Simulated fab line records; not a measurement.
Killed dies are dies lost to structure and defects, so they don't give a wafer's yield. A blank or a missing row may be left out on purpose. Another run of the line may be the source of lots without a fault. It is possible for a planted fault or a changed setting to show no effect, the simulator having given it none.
fab line records	flow n5_finfet
[record] lots = 6	wafers = 18	last_day = 19
route steps=1938 shown HKMG_FIN@423 BEOL_M4@1111 PASSIVATION@1936
lots with no fault: from the same line, run without faults
start_h: hours from the record's first day to the start of the lot's first wafer shown	wait_h: hours from the lot's prior step to this one	" unchanged from the row above	L1.1+2: one row covering several wafers at once	- no value, or no start given	* or withheld: withheld	< > ~ a bound
route shown NAME@n: names a module that has steps shown in the file, with the first one's number in the route	usual: mean/standard deviation taken from wafers without a fault	same: alike in all rows	chamber/n: place in a boat	sites: the reading at each site	_std_site: standard deviation of those values	_edge_site: the outer-site mean with the inner-site mean subtracted	radius_mm: for every site, how far away it sits from the centre of the wafer	mask NAME#n: copy n	behind: the tool/chamber that last shaped the wafer	hold: the reason the lot was held/the length of the hold in hours/how it ended	device: names the non-switching transistor (n, p or np)	end of line: tests of these same wafers at the route's end	a step with no rows: only its recipe	killed: the dies lost at the first sort to structure and to defects; this is not the yield of the wafer	map: dies across one wafer; x = killed, . = not, _ = none there
set.NAME: the setting the step ran with; set.NAME@STEP: the setting that earlier step ran with	model.NAME: the simulator's own value behind a step, which no gauge read
lots at some steps of the route; a table a step, a row a wafer
services: a tool's chamber out of use, with start hour (start_h, from the record's first day; less than 0 if before it), hours out, and reason
[[steps]]
[step N5_HKMG_FIN_COAT_30]
[recipe] resist = SiARC	temp_c = 220	time_s = 60	spin_rpm = 1500	resist_thk_nm = 35
[step N5_HKMG_FIN_COAT_06]
[recipe] resist = CAR-ArF	spin_rpm = 1500	resist_thk_nm = 90
[step N5_HKMG_FIN_EBR_08]
[recipe] solvent = PGMEA	ebr_width_mm = 1.5
[step N5_HKMG_FIN_SOFTBAKE_07]
[recipe] temp_c = 110	time_s = 60	resist = CAR-ArF
[step N5_HKMG_FIN_EXPOSE_09]
[recipe] mask_id = NWFM	na = 1.35	source_shape = conventional	sigma_outer = 0.8	polarization = unpolarized	dose_mj = 39.25
[step N5_HKMG_FIN_PEB_10]
[recipe] peb_temp_c = withheld	peb_time_s = 60	resist = CAR-ArF
[step N5_HKMG_FIN_DEVELOP_11]
[recipe] develop_time_s = 30	developer = TMAH	resist = CAR-ArF	dev_temp_c = 23	rinse_liquid = diw	dry = air_spin
[step N5_HKMG_FIN_CD_MEAS_12]
[recipe] target_cd_nm = 92.8	landing_energy_ev = 500	detector = se_inlens
[usual] cd_nm = 92.6/0.59
lot.wafer	tool	chamber	start_h	wait_h	cd_nm
L670.4	cd_sem-01	0	72.78	-	92.8
L670.5	"	0	"	"	92.4
L670.6	"	0	"	"	92.1
L677.3	cd_sem-03	0	118.36	-	93.0
L677.4	"	0	"	"	92.9
L677.5	"	0	"	"	92.8
L685.1	cd_sem-01	0	163.33	-	92.2
L685.4	"	0	"	"	93.2
L685.5	"	0	"	"	92.5
L688.2	cd_sem-03	0	181.75	-	92.2
L688.4	"	0	"	"	92.4
L688.5	"	0	"	"	92.8
L691.2	cd_sem-01	0	200.39	-	93.2
L691.3	"	0	"	"	93.2
L691.6	"	0	"	"	92.7
L693.1	cd_sem-03	0	213.37	-	90.7
L693.4	"	0	"	"	91.8
L693.5	"	0	"	"	90.9
[step N5_HKMG_FIN_OVL_MEAS_13]
[recipe] points_per_wafer = 44
[usual] NWFM_OVL = -0.1/0.86
lot.wafer	tool	chamber	start_h	wait_h	NWFM_OVL[nm]
L670.4	overlay-02	0	72.81	0.0	0.3
L670.5	"	0	"	"	-1.2
L670.6	"	0	"	"	0.0
L677.3	overlay-02	0	118.41	0.0	-1.0
L677.4	"	0	"	"	-0.8
L677.5	"	0	"	"	-1.3
L685.1	overlay-01	0	163.36	0.0	2.3
L685.4	"	0	"	"	0.7
L685.5	"	0	"	"	1.1
L688.2	overlay-01	0	181.77	0.0	-0.8
L688.4	"	0	"	"	-1.5
L688.5	"	0	"	"	-0.7
L691.2	overlay-01	0	200.42	0.0	0.1
L691.3	"	0	"	"	0.1
L691.6	"	0	"	"	-1.0
L693.1	overlay-02	0	213.40	0.0	0.7
L693.4	"	0	"	"	-0.4
L693.5	"	0	"	"	0.9
[step N5_HKMG_FIN_INSPECT_14]
[recipe] mode = adi	inspect_instrument = macro
[usual] raw_defect_count = 2.0/1.2
lot.wafer	tool	chamber	start_h	wait_h	raw_defect_count
L670.4	defect_inspect-01	-	72.83	0.0	2
L670.5	"	-	"	"	3
L670.6	"	-	"	"	3
L677.3	defect_inspect-01	-	118.44	0.0	2
L677.4	"	-	"	"	2
L677.5	"	-	"	"	1
L685.1	defect_inspect-01	-	163.38	0.0	4
L685.4	"	-	"	"	1
L685.5	"	-	"	"	4
L688.2	defect_inspect-02	-	181.80	0.0	2
L688.4	"	-	"	"	1
L688.5	"	-	"	"	2
L691.2	defect_inspect-02	-	200.45	0.0	2
L691.3	"	-	"	"	2
L691.6	"	-	"	"	3
L693.1	defect_inspect-01	-	213.42	0.0	1
L693.4	"	-	"	"	2
L693.5	"	-	"	"	0
[step N5_HKMG_FIN_DESCUM_17]
[recipe] chemistry = O2	time_s = 7.9	source_power_w = 50	bias_power_w = 20	pressure_mtorr = 20	rf_frequency_hz = 2.712e+07	temp_c = 40	resist = CAR-ArF	o2_flow_sccm = 225
[usual] drypump_motor_current_A = 5.8/0.38	oes_product_au = 0.79/0.096	rf_vpp_V = 243.1/1.3	showerhead_plenum_p_Torr = 2.09/0.065	throttle_valve_pct = 20.51/0.26
lot.wafer	tool	chamber	start_h	wait_h	drypump_motor_current_A	oes_product_au	rf_hours_counter_h	rf_vpp_V	showerhead_plenum_p_Torr	throttle_valve_pct
L670.4	rie_diel-04	3	72.88	0.0	5.9	0.75	-	241.7	2.01	20.21
L670.5	"	2	"	"	6.0	0.67	-	245.0	2.13	20.55
L670.6	"	0	"	"	5.7	0.88	-	241.1	2.07	20.62
L677.3	rie_diel-01	2	118.47	0.0	6.1	0.71	207	242.3	2.08	20.59
L677.4	"	3	"	"	5.2	0.74	184	241.4	1.98	20.38
L677.5	"	0	"	"	5.9	0.71	-	243.2	2.19	20.90
L685.1	rie_diel-04	1	163.42	0.0	5.8	0.89	31	243.6	2.13	20.05
L685.4	"	3	"	"	6.0	0.72	182	241.3	2.00	20.25
L685.5	"	2	"	"	6.1	0.97	-	244.2	2.12	20.28
L688.2	rie_diel-04	1	181.85	0.1	5.8	0.88	37	244.7	2.13	20.04
L688.4	"	0	"	"	5.7	0.81	80	243.5	2.05	20.67
L688.5	"	1	"	"	5.8	0.88	-	243.7	2.13	20.05
L691.2	rie_diel-01	3	200.69	0.2	5.2	0.72	216	242.4	1.97	20.42
L691.3	"	2	"	"	6.1	0.69	239	241.3	2.06	20.62
L691.6	"	2	"	"	6.1	0.69	-	242.7	2.06	20.61
L693.1	rie_diel-01	0	213.85	0.4	6.0	0.69	211	243.2	2.17	20.94
L693.4	"	3	"	"	5.2	0.71	222	240.5	1.97	20.42
L693.5	"	0	"	"	6.0	0.69	-	243.2	2.17	20.94
[step N5_HKMG_FIN_ETCH_31]
[recipe] chemistry = CF4	target = SiARC	target_depth_a = 455	mask_material = CAR-ArF	time_s = 75.8	ion_energy_ev = 80	pressure_mtorr = 40	source_w = 545	bias_w = 36	Ar_flow_sccm = 100	cf4_flow_sccm = 100	ends = cleared
[usual] bias_w = 35.99/0.1	drypump_motor_current_A = 5.8/0.38	etch_rf_on_time_s = 76.6/2.2	oes_product_au = 0.67/0.081	rf_vpp_V = 184.0/1.2	showerhead_plenum_p_Torr = 2.14/0.069	throttle_valve_pct = 15.67/0.24
lot.wafer	tool	chamber	start_h	wait_h	bias_w	drypump_motor_current_A	etch_rf_on_time_s	oes_product_au	rf_hours_counter_h	rf_vpp_V	showerhead_plenum_p_Torr	throttle_valve_pct
L670.4	rie_diel-04	3	72.93	0.0	35.94	5.9	73.3	0.65	-	182.5	2.05	15.34
L670.5	"	2	"	"	36.06	6.0	76.2	0.59	-	185.1	2.20	15.94
L670.6	"	0	"	"	36.11	5.7	77.3	0.74	-	184.7	2.09	15.53
L677.3	rie_diel-01	2	118.51	0.0	36.01	6.1	78.5	0.60	207	184.1	2.13	15.83
L677.4	"	3	"	"	35.85	5.2	75.4	0.63	185	182.2	2.06	15.75
L677.5	"	0	"	"	35.97	6.0	80.5	0.61	-	185.7	2.22	15.96
L685.1	rie_diel-04	1	163.45	0.0	35.93	5.8	80.3	0.73	31	184.3	2.18	15.23
L685.4	"	3	"	"	35.96	6.0	74.8	0.63	182	182.7	2.04	15.38
L685.5	"	2	"	"	35.94	6.0	73.1	0.82	-	184.9	2.19	15.51
L688.2	rie_diel-04	1	181.88	0.0	35.98	5.8	79.3	0.73	37	184.0	2.18	15.24
L688.4	"	0	"	"	35.88	5.7	76.8	0.70	80	181.0	2.07	15.61
L688.5	"	1	"	"	35.86	5.8	79.8	0.73	-	183.6	2.18	15.25
L691.2	rie_diel-01	3	200.73	0.0	36.06	5.2	75.6	0.61	216	183.4	2.05	15.79
L691.3	"	2	"	"	36.02	6.1	78.1	0.58	239	183.1	2.12	15.89
L691.6	"	2	"	"	35.99	6.1	77.8	0.58	-	184.5	2.12	15.91
L693.1	rie_diel-01	0	213.88	0.0	35.97	6.0	79.8	0.59	211	184.1	2.21	16.02
L693.4	"	3	"	"	35.97	5.2	75.8	0.60	222	183.4	2.05	15.81
L693.5	"	0	"	"	35.96	6.0	79.7	0.58	-	183.6	2.21	16.03
[step N5_HKMG_FIN_ETCH_32]
[recipe] chemistry = N2/H2	target = SOC	target_depth_a = 2400	temp_c = 40	time_s = 300	ion_energy_ev = 200	mask_material = SiARC	pressure_mtorr = 30	source_w = 840	bias_w = 150	n2_flow_sccm = 200	h2_flow_sccm = 200
[usual] bias_w = 149.9/0.49	drypump_motor_current_A = 5.8/0.38	n2_flow_sccm = 200.1/0.62	oes_product_au = 0.78/0.096	rf_vpp_V = 523.8/2.5	showerhead_plenum_p_Torr = 2.54/0.085	throttle_valve_pct = 17.93/0.27
lot.wafer	tool	chamber	start_h	wait_h	bias_w	drypump_motor_current_A	n2_flow_sccm	oes_product_au	rf_hours_counter_h	rf_vpp_V	showerhead_plenum_p_Torr	throttle_valve_pct	model.SiARC_of_HKMG_FIN_COAT_30.thk_nm
L670.4	rie_diel-04	3	73.05	0.1	150.1	6.0	200.3	0.77	-	521.2	2.43	17.61	20.4
L670.5	"	2	"	"	149.9	6.1	199.9	0.69	-	524.0	2.62	18.22	21.6
L670.6	"	0	"	"	149.7	5.7	200.8	0.87	-	521.2	2.50	17.92	20.8
L677.3	rie_diel-01	2	118.56	0.0	150.2	6.1	198.7	0.71	207	523.8	2.52	17.94	21.8
L677.4	"	3	"	"	150.1	5.2	200.3	0.73	185	521.1	2.42	17.82	21.8
L677.5	"	0	"	"	150.0	6.0	200.3	0.71	-	527.6	2.64	18.23	22
L685.1	rie_diel-04	1	163.51	0.0	138.2	5.8	199.6	0.84	31	500.4	2.59	17.35	23.2
L685.4	"	3	"	"	138.0	6.0	200.1	0.72	182	495.6	2.42	17.68	22.2
L685.5	"	2	"	"	137.8	6.1	199.6	0.95	-	499.6	2.60	17.88	22.2
L688.2	rie_diel-04	1	181.94	0.0	138.9	5.8	200.7	0.82	37	497.9	2.59	17.37	23
L688.4	"	0	"	"	137.8	5.8	200.0	0.81	80	496.5	2.48	18.01	22.2
L688.5	"	1	"	"	138.9	5.8	199.9	0.83	-	498.9	2.59	17.35	23
L691.2	rie_diel-01	3	200.78	0.0	150.4	5.2	199.8	0.71	216	520.9	2.40	17.88	21.8
L691.3	"	2	"	"	150.2	6.1	199.8	0.67	239	521.7	2.50	18.01	21.8
L691.6	"	2	"	"	150.2	6.1	200.1	0.68	-	523.2	2.50	18.01	21.8
L693.1	rie_diel-01	0	213.94	0.0	150.0	6.0	200.5	0.69	211	525.8	2.63	18.28	22
L693.4	"	3	"	"	149.0	5.2	199.2	0.70	222	518.9	2.40	17.88	21.8
L693.5	"	0	"	"	150.8	6.0	200.8	0.68	-	526.6	2.63	18.28	22
[step N5_HKMG_FIN_STRIP_33]
[recipe] chemistry = N2/H2	temp_c = 40	n2_flow_sccm = 200	h2_flow_sccm = 200	rf_frequency_hz = 6e+07
[step N5_BEOL_M4_RC_MEAS_101]
[usual] DIBL_N = 36.5/1.7	DIBL_P = 36.6/2.2	IOFF_N = 0.16/0.033	IOFF_P = 0.22/0.035	ION_N = 671/12	ION_P = 462/7.7	SS_N = 71.6/0.54	SS_P = 73.3/0.71	VT_N = 250/3.2	VT_P = -249.9/2.9
lot.wafer	tool	chamber	start_h	wait_h	DIBL_N[mV/V]	DIBL_P[mV/V]	IOFF_N[nA/um]	IOFF_P[nA/um]	ION_N[uA/um]	ION_P[uA/um]	SS_N[mV/dec]	SS_P[mV/dec]	VT_N[mV]	VT_P[mV]
L670.4	prober-01	0	194.01	1.1	35.1	34.2	0.12	0.17	662	453	71.7	73.5	251	-252.6
L670.5	"	0	"	"	36.3	36.2	0.14	0.19	661	460	71.9	73.3	253	-250.9
L670.6	"	0	"	"	36.9	35.7	0.14	0.19	654	454	71.4	73.7	252	-251.1
L677.3	prober-01	0	252.50	0.3	38.3	38.7	0.18	0.23	685	464	72.3	74.9	248	-251.2
L677.4	"	0	"	"	35.5	34.4	0.14	0.16	677	455	71.2	73.6	253	-254.7
L677.5	"	0	"	"	36.5	35.8	0.15	0.18	669	454	71.7	73.8	251	-253.3
L685.1	prober-02	0	291.75	0.0	34.7	33.6	0.13	0.18	667	463	70.7	72.8	253	-251.1
L685.4	"	0	"	"	37.5	36.7	0.17	0.24	671	458	71.8	74.1	247	-246.3
L685.5	"	0	"	"	36.7	36.9	0.19	0.24	694	475	71.2	72.5	243	-245.3
L688.2	prober-02	0	297.25	0.2	38.1	40.2	0.18	0.24	680	467	71.6	73.8	250	-248.8
L688.4	"	0	"	"	34.2	35.6	0.13	0.19	671	464	70.5	72.5	252	-249.3
L688.5	"	0	"	"	34.2	34.7	0.12	0.16	645	448	71.2	72.6	257	-254.4
L691.2	prober-02	0	321.24	0.2	35.6	36.6	0.14	0.18	663	451	71.3	72.6	252	-254.6
L691.3	"	0	"	"	38.5	40.0	0.20	0.23	677	458	72.0	74.2	249	-251.9
L691.6	"	0	"	"	38.6	39.5	0.19	0.21	662	444	72.6	73.9	250	-252.4
L693.1	prober-02	0	345.05	0.0	37.6	36.6	0.16	0.22	679	473	71.4	73.5	250	-248.6
L693.4	"	0	"	"	38.1	37.0	0.17	0.23	669	460	71.4	73.0	250	-249.9
L693.5	"	0	"	"	36.3	34.0	0.14	0.19	665	452	71.9	72.5	253	-250.3
[step N5_PASSIVATION_PROBE_49]
[usual] defect_limited_yield = 91.0/1.5	killed_at_M0_to_M3 = 35/11	killed_at_M4_up = 15/5.5	killed_at_contacts = 12/5.5	killed_at_front_end = 40/11	killed_at_other = 4/3.1	killed_dies = 106/18	killed_open = 70/12	killed_short = 33/8	sort_bin_5_function = 5.2/1	sort_bin_6_memory = 3.4/0.66	sort_bin_8_speed = 0.00/0.021	sort_n_pass = 1074/18	sort_yield_pct = 91.0/1.5
[same] gross_dies = 1180	killed_at_back_side = 0	sort_bin_4_leakage[%] = 0
lot.wafer	tool	chamber	start_h	wait_h	defect_limited_yield[%]	killed_at_M0_to_M3	killed_at_M4_up	killed_at_contacts	killed_at_front_end	killed_at_other	killed_dies	killed_open	killed_short	sort_bin_5_function[%]	sort_bin_6_memory[%]	sort_bin_8_speed[%]	sort_n_pass	sort_yield_pct[%]
L677.3	prober-02	-	367.26	0.1	92.2	23	8	9	50	2	92	58	31	4.2	3.0	0	1088	92.2
L677.4	prober-02	-	367.31	0.2	90.2	29	11	23	52	1	116	64	47	5.8	3.1	0	1064	90.2
L677.5	prober-02	-	367.36	0.2	90.7	30	10	20	48	2	110	76	33	5.2	3.8	0	1070	90.7
L685.1	prober-01	-	409.52	0.0	89.2	40	10	9	64	4	127	75	48	6.2	3.8	0	1053	89.2
L685.4	prober-01	-	409.67	0.2	90.5	33	8	9	58	4	112	75	24	5.2	3.3	0	1068	90.5
L685.5	prober-01	-	409.72	0.2	90.9	23	25	3	46	10	107	70	34	5.0	3.7	0	1073	90.9
L688.2	prober-02	-	410.17	0.1	92.0	20	15	7	40	12	94	59	33	4.2	3.4	0	1086	92.0
L688.4	prober-02	-	410.27	0.2	89.8	27	19	0	57	17	120	66	50	5.4	4.1	0	1060	89.8
L688.5	prober-02	-	410.32	0.2	90.7	22	14	14	49	11	110	70	38	5.8	3.3	0	1070	90.7
L691.2	prober-02	-	425.10	0.1	91.7	22	23	15	38	0	98	69	29	4.8	3.5	0	1082	91.7
L691.3	prober-02	-	425.15	0.1	93.3	24	22	9	23	1	79	53	21	4.5	1.9	0	1101	93.3
L691.6	prober-02	-	425.30	0.3	91.8	29	31	3	33	1	97	76	19	4.4	3.6	0.08	1082	91.7
L693.1	prober-01	-	453.06	0.0	88.5	39	14	17	60	6	136	78	53	6.9	4.1	0	1044	88.5
L693.4	prober-01	-	453.21	0.2	90.3	36	14	14	48	3	115	69	35	4.6	4.2	0	1065	90.3
L693.5	prober-01	-	453.26	0.2	90.3	49	12	10	41	3	115	69	41	5.7	3.6	0	1065	90.3
// killed by level:class
L677.3 FIN_SAQP:geometric_particle:short=11 FIN_SAQP:geometric_particle:open=11 BEOL_M1:geometric_particle:open=9 MOL_CONTACT_COAG:geometric_particle:open=7 DUMMY_GATE:geometric_particle:open=5 ILD0:geometric_particle:short=5 BEOL_M0_SAQP:geometric_particle:open=5 ILD0:geometric_particle:open=4
L677.4 MOL_CONTACT_COAG:geometric_particle:open=16 FIN_SAQP:geometric_particle:short=15 MOL_CONTACT_COAG:geometric_particle:short=7 FIN_SAQP:geometric_particle:open=6 DUMMY_GATE:geometric_particle:open=6 BEOL_M0_SAQP:geometric_particle:short=6 STI_FIN_REVEAL:geometric_particle:open=4 BEOL_M0_SAQP:geometric_particle:open=4
L677.5 MOL_CONTACT_COAG:geometric_particle:open=16 FIN_SAQP:geometric_particle:open=15 FIN_SAQP:geometric_particle:short=8 BEOL_M0_SAQP:geometric_particle:open=8 BEOL_M0_SAQP:geometric_particle:short=6 STI_FIN_REVEAL:geometric_particle:open=5 ILD0:geometric_particle:open=5 BEOL_M2:geometric_particle:open=5
L685.1 FIN_SAQP:geometric_particle:open=23 BEOL_M0_SAQP:geometric_particle:short=18 BEOL_M0_SAQP:geometric_particle:open=13 FIN_SAQP:geometric_particle:short=11 BEOL_M4:geometric_particle:open=8 MOL_CONTACT_COAG:geometric_particle:open=7 BEOL_M2:geometric_particle:open=6 STI_FIN_REVEAL:geometric_particle:open=4
L685.4 FIN_SAQP:geometric_particle:open=20 BEOL_M0_SAQP:geometric_particle:open=13 HKMG_FIN:area_etch=10 BEOL_M1:geometric_particle:open=8 FIN_SAQP:geometric_particle:short=7 MOL_CONTACT_COAG:geometric_particle:open=7 DUMMY_GATE:geometric_particle:open=6 BEOL_M0_SAQP:geometric_particle:short=6
L685.5 BEOL_M4:geometric_particle:open=14 FIN_SAQP:geometric_particle:open=11 FIN_SAQP:geometric_particle:short=10 BEOL_M1:geometric_particle:open=8 BEOL_M0_SAQP:geometric_particle:open=6 STI_FIN_REVEAL:geometric_particle:open=5 DUMMY_GATE:geometric_particle:open=5 BEOL_M7:geometric_particle:open=5
L688.2 STI_FIN_REVEAL:geometric_particle:open=15 FIN_SAQP:geometric_particle:open=9 DUMMY_GATE:geometric_particle:open=5 BEOL_M0_SAQP:geometric_particle:open=5 BEOL_M0_SAQP:geometric_particle:short=5 FIN_SAQP:geometric_particle:short=4 BEOL_M2:geometric_particle:open=4 GATE_CUT:geometric_particle:short=3
L688.4 STI_FIN_REVEAL:geometric_particle:open=12 FIN_SAQP:geometric_particle:open=11 BEOL_M4:geometric_particle:open=8 FIN_SAQP:geometric_particle:short=7 BEOL_M0_SAQP:geometric_particle:short=7 BEOL_M1:geometric_particle:short=5 BEOL_M5:geometric_particle:open=5 PASS1_DEP:geometric_particle:short=5
L688.5 STI_FIN_REVEAL:geometric_particle:open=16 FIN_SAQP:geometric_particle:open=9 MOL_CONTACT_COAG:geometric_particle:open=8 MOL_CONTACT_COAG:geometric_particle:short=6 DUMMY_GATE:geometric_particle:open=5 BEOL_M2:geometric_particle:open=5 BEOL_M4:geometric_particle:open=5 GATE_CUT:geometric_particle:short=4
L691.2 BEOL_M4:geometric_particle:open=14 MOL_CONTACT_COAG:geometric_particle:open=12 FIN_SAQP:geometric_particle:open=7 STI_FIN_REVEAL:geometric_particle:open=6 GATE_CUT:geometric_particle:short=5 BEOL_M1:geometric_particle:open=5 BEOL_M0_SAQP:geometric_particle:open=5 BEOL_M3:geometric_particle:open=4
L691.3 BEOL_M4:geometric_particle:open=10 MOL_CONTACT_COAG:geometric_particle:open=6 BEOL_M1:geometric_particle:open=6 STI_FIN_REVEAL:geometric_particle:open=4 BEOL_M2:geometric_particle:short=4 DUMMY_GATE:geometric_particle:open=3 STI_FIN_REVEAL:geometric_particle:short=3 BEOL_M2:geometric_particle:open=3
L691.6 BEOL_M4:geometric_particle:open=21 FIN_SAQP:geometric_particle:open=12 BEOL_M2:geometric_particle:open=9 BEOL_M3:geometric_particle:open=7 STI_FIN_REVEAL:geometric_particle:open=6 BEOL_M0_SAQP:geometric_particle:open=4 FIN_SAQP:geometric_particle:short=3 DUMMY_GATE:geometric_particle:open=3
L693.1 FIN_SAQP:geometric_particle:short=16 MOL_CONTACT_COAG:geometric_particle:open=11 FIN_SAQP:geometric_particle:open=9 BEOL_M1:geometric_particle:open=8 BEOL_M0_SAQP:geometric_particle:short=7 BEOL_M3:geometric_particle:open=7 ILD0:geometric_particle:short=6 MOL_CONTACT_COAG:geometric_particle:short=6
L693.4 MOL_CONTACT_COAG:geometric_particle:open=11 FIN_SAQP:geometric_particle:open=10 FIN_SAQP:geometric_particle:short=8 HKMG_FIN:area_etch=8 BEOL_M3:geometric_particle:open=7 BEOL_M0_SAQP:geometric_particle:open=7 BEOL_M2:geometric_particle:open=5 STARTING-WAFER:geometric_particle:open=5
L693.5 BEOL_M2:geometric_particle:open=15 BEOL_M0_SAQP:geometric_particle:short=8 BEOL_M3:geometric_particle:open=8 MOL_CONTACT_COAG:geometric_particle:open=7 FIN_SAQP:geometric_particle:short=6 ILD0:geometric_particle:short=6 FIN_SAQP:geometric_particle:open=5 DUMMY_GATE:geometric_particle:open=5
[[services]]
tool	chamber	start_h	hours	kind
rie_diel-04	1	60.72	-	clean
rie_diel-04	1	60.72	-	consumable_replace:focus_ring
rie_diel-04	1	60.72	28.2	scheduled_down
rie_diel-04	1	60.72	28.2	vent_cycle
rie_diel-01	1	93.06	-	clean
rie_diel-01	1	93.06	-	consumable_replace:focus_ring
rie_diel-01	1	93.06	21.2	scheduled_down
rie_diel-01	1	93.06	21.2	vent_cycle
rie_diel-04	3	107.95	21.0	repair
rie_diel-04	2	129.11	-	clean
rie_diel-04	2	129.11	-	consumable_replace:focus_ring
rie_diel-04	2	129.11	21.4	scheduled_down
rie_diel-04	2	129.11	21.4	vent_cycle
rie_diel-01	0	183.48	7.8	repair
rie_diel-04	-	194.32	14.6	pm
rie_diel-04	1	212.79	3.3	repair
[[key]]
[first_sign] step = N5_HKMG_FIN_ETCH_32	reading = bias_w	direction = down	sigmas = 24	usual = *	struck = *
[effect] step = N5_HKMG_FIN_ETCH_32	reading = rf_vpp_V	direction = down	sigmas = 10	usual = 523.8	struck = 498.2
[model_effect] step = N5_HKMG_FIN_ETCH_32	value = SiARC_of_HKMG_FIN_COAT_30.thk_nm	without = 21.33	struck = 22.63
met_at N5_HKMG_FIN_ETCH_32
struck_wafers L685.1,L685.4,L685.5,L688.2,L688.4,L688.5
[baseline_loss] step = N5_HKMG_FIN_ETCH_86	wafers = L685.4
onset_between 73.05 163.51
[fault] kind = process_parameter_drift	tool = rie_diel-04	chamber = -	onset_h = 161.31	steps = N5_HKMG_FIN_ETCH_32	channel = bias_w	offset = *	shape = step	end_h = 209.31	acts_in = *	stated = *
// baseline_loss: these wafers lose ten dies or more at that step, a loss of the line's own and not of a fault; the sort's usual values leave them out
